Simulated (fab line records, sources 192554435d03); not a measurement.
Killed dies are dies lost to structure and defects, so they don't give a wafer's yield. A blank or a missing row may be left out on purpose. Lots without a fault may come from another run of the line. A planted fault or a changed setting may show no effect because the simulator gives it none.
Which tool did it? | flow n5_finfet | 13 lots, 37 wafers sampled, at 4 steps of a route of 1938

WHAT THE GAUGES READ, wafer by wafer
N5_BEOL_M6_OCD_MEAS_38. Usual: trench_depth_nm 93.3 nm, standard deviation 2.9.
lot  | measured     | on     | trench_depth_nm (nm) | flag
L381 | day 8 17:38  | ocd-01 | 89.7 94.0 89.8       |
L382 | day 9 07:22  | ocd-01 | 91.9 95.5            |
L384 | day 9 09:04  | ocd-01 | 95.4 90.4 94.7       |
L385 | day 9 14:56  | ocd-02 | 98.1 95.4 90.6       |
L386 | day 10 00:33 | ocd-01 | 94.4 97.3 90.9       |
L387 | day 10 07:24 | ocd-02 | 95.4 89.1 92.7       |
L392 | day 11 07:50 | ocd-01 | 97.3 95.4 97.7       |
L394 | day 11 20:28 | ocd-02 | 96.1 91.1 96.1       |
L399 | day 13 06:28 | ocd-01 | 90.1 95.3 95.6       |
L402 | day 13 21:25 | ocd-02 | 93.3 91.0 94.6       |
L398 | day 13 23:32 | ocd-01 | 94.6 99.0            |
L403 | day 14 15:35 | ocd-02 | 91.2 93.1 90.8       |
L404 | day 14 16:59 | ocd-01 | 92.0 94.9 88.6       |

N5_BEOL_M6_RS_MEAS_57: measures by four-point-probe. Usual: M6_RS 0.294 ohm/sq, standard deviation 0.015.
lot  | measured     | on            | M6_RS (ohm/sq)    | flag
L381 | day 8 20:49  | film_metro-02 | 0.311 0.287 0.313 |
L382 | day 9 10:35  | film_metro-01 | 0.301 0.281       |
L384 | day 9 11:23  | film_metro-01 | 0.295 0.310 0.288 |
L385 | day 9 17:29  | film_metro-01 | 0.280 0.281 0.317 |
L386 | day 10 05:28 | film_metro-02 | 0.276 0.280 0.309 |
L387 | day 10 14:29 | film_metro-01 | 0.274 0.305 0.289 |
L392 | day 11 10:32 | film_metro-01 | 0.272 0.276 0.264 |
L394 | day 11 23:41 | film_metro-01 | 0.280 0.306 0.284 |
L399 | day 13 11:01 | film_metro-02 | 0.304 0.280 0.282 |
L402 | day 14 00:07 | film_metro-02 | 0.290 0.301 0.288 |
L398 | day 14 06:02 | film_metro-02 | 0.299 0.279       |
L403 | day 14 18:36 | film_metro-01 | 0.298 0.304 0.315 |
L404 | day 14 19:46 | film_metro-01 | 0.298 0.290 0.315 |

WHICH TOOL RAN EACH LOT (tool, then ch and the chambers of the sampled wafers, then the start)
lot  | N5_BEOL_M6_CURE_75            | N5_BEOL_M6_SPUTTER_48
L381 | uv_cure-02 ch 2, day 8 17:50  | pvd_sputter-01, day 8 19:53
L382 | uv_cure-02 ch 2, day 9 07:46  | pvd_sputter-03, day 9 08:49
L384 | uv_cure-02 ch 0, day 9 09:18  | pvd_sputter-03, day 9 10:24
L385 | uv_cure-02 ch 2, day 9 15:19  | pvd_sputter-01, day 9 16:32
L386 | uv_cure-02 ch 1, day 10 00:48 | pvd_sputter-02, day 10 03:13
L387 | uv_cure-01 ch 0, day 10 07:35 | pvd_sputter-03, day 10 09:11
L392 | uv_cure-02 ch 1, day 11 08:01 | pvd_sputter-01, day 11 09:16
L394 | uv_cure-02 ch 1, day 11 20:42 | pvd_sputter-03, day 11 21:52
L399 | uv_cure-03 ch 0, day 13 06:51 | pvd_sputter-01, day 13 10:05
L402 | uv_cure-01 ch 0, day 13 21:48 | pvd_sputter-01, day 13 23:07
L398 | uv_cure-02 ch 1, day 14 02:34 | pvd_sputter-01, day 14 04:48
L403 | uv_cure-01 ch 1, day 14 15:51 | pvd_sputter-01, day 14 17:40
L404 | uv_cure-02 ch 2, day 14 17:20 | pvd_sputter-02, day 14 18:40
- N5_BEOL_M6_CURE_75: cures SiCOH lowk, time 120 s.
- N5_BEOL_M6_SPUTTER_48: material Cu, target thk 10 nm, time 1.667 s.

WHAT THE TOOLS THEMSELVES READ (means of the sampled wafers that have a number; where no wafer has one, the mark that the record gives instead)
N5_BEOL_M6_CURE_75. Usual: lamp_power_pct 52.31 %, standard deviation 0.057; wafer_temp_C_max 371.6, standard deviation 0.52.
lot  | tool       | lamp_power_pct (%) | wafer_temp_C_max | flag
L381 | uv_cure-02 | 52.32              | 371.8            |
L382 | uv_cure-02 | 52.32              | 371.8            |
L384 | uv_cure-02 | 52.31              | 371.9            |
L385 | uv_cure-02 | 52.32              | 371.7            |
L386 | uv_cure-02 | 52.33              | 371.6            |
L387 | uv_cure-01 | 52.31              | 371.3            |
L392 | uv_cure-02 | 52.34              | 372.0            |
L394 | uv_cure-02 | 52.30              | 371.6            |
L399 | uv_cure-03 | 52.33              | 370.7            |
L402 | uv_cure-01 | 52.31              | 371.6            |
L398 | uv_cure-02 | 52.31              | 371.5            |
L403 | uv_cure-01 | 52.28              | 371.1            |
L404 | uv_cure-02 | 52.34              | 371.9            |

N5_BEOL_M6_SPUTTER_48. Usual: cathode_dc_power_W 26000 W, standard deviation 4.9; chuck_gas_flow_sccm 1.26 sccm, standard deviation 0.051; throttle_valve_pct 30.0 %, standard deviation 0.93.
lot  | tool           | cathode_dc_power_W (W) | chuck_gas_flow_sccm (sccm) | throttle_valve_pct (%) | flag
L381 | pvd_sputter-01 | 26000                  | 1.26                       | 29.9                   |
L382 | pvd_sputter-03 | 26008                  | 1.23                       | 30.5                   |
L384 | pvd_sputter-03 | 26003                  | 1.28                       | 30.4                   |
L385 | pvd_sputter-01 | 25999                  | 1.25                       | 29.5                   |
L386 | pvd_sputter-02 | 25994                  | 1.32                       | 29.7                   |
L387 | pvd_sputter-03 | 26004                  | 1.28                       | 30.2                   |
L392 | pvd_sputter-01 | 25994                  | 1.24                       | 29.3                   |
L394 | pvd_sputter-03 | 24958                  | 1.29                       | 31.4                   | OFF
L399 | pvd_sputter-01 | 26003                  | 1.28                       | 30.0                   |
L402 | pvd_sputter-01 | 25999                  | 1.22                       | 29.1                   |
L398 | pvd_sputter-01 | 25998                  | 1.21                       | 30.3                   |
L403 | pvd_sputter-01 | 25999                  | 1.22                       | 29.3                   |
L404 | pvd_sputter-02 | 26002                  | 1.27                       | 30.6                   |

THE ANSWER, worked out from the rows above alone
Rule: a lot is off if the mean of its wafers that have a number lies more than 3 standard deviations from the usual mean. A lot without any number at a reading at which 4 lots or more have one is off too. The other lots that the step has rows for count as sound. The gauges are gone through in route order, then the tools' own readings, and for those a lot's mean is taken as printed above. The first step at which some lot is off is used, and at that step the reading that is off furthest; a lot without a number counts as furthest.
Off: L394, at N5_BEOL_M6_SPUTTER_48 (cathode_dc_power_W).
A tool fits if, at that step or a process step before it, it ran every lot that is off, and no sound lot after the first of them. One fits: pvd_sputter-03 at N5_BEOL_M6_SPUTTER_48. Its last sound lot is L387 (day 10 09:11), its first lot that is off L394 (day 11 21:52): a fault that began between those two fits.
The tool's own readings at N5_BEOL_M6_SPUTTER_48 bear it out: on the lots that are off they differ by more than 5 times the standard deviation of the sound lots' means. cathode_dc_power_W reads 24958 W there against 26000 W on the sound lots.

WHAT THE SIMULATOR HAD PUT IN
Process parameter drift: pvd_sputter-03, from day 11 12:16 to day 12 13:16, at N5_BEOL_M6_SPUTTER_48. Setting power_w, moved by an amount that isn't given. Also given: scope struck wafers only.
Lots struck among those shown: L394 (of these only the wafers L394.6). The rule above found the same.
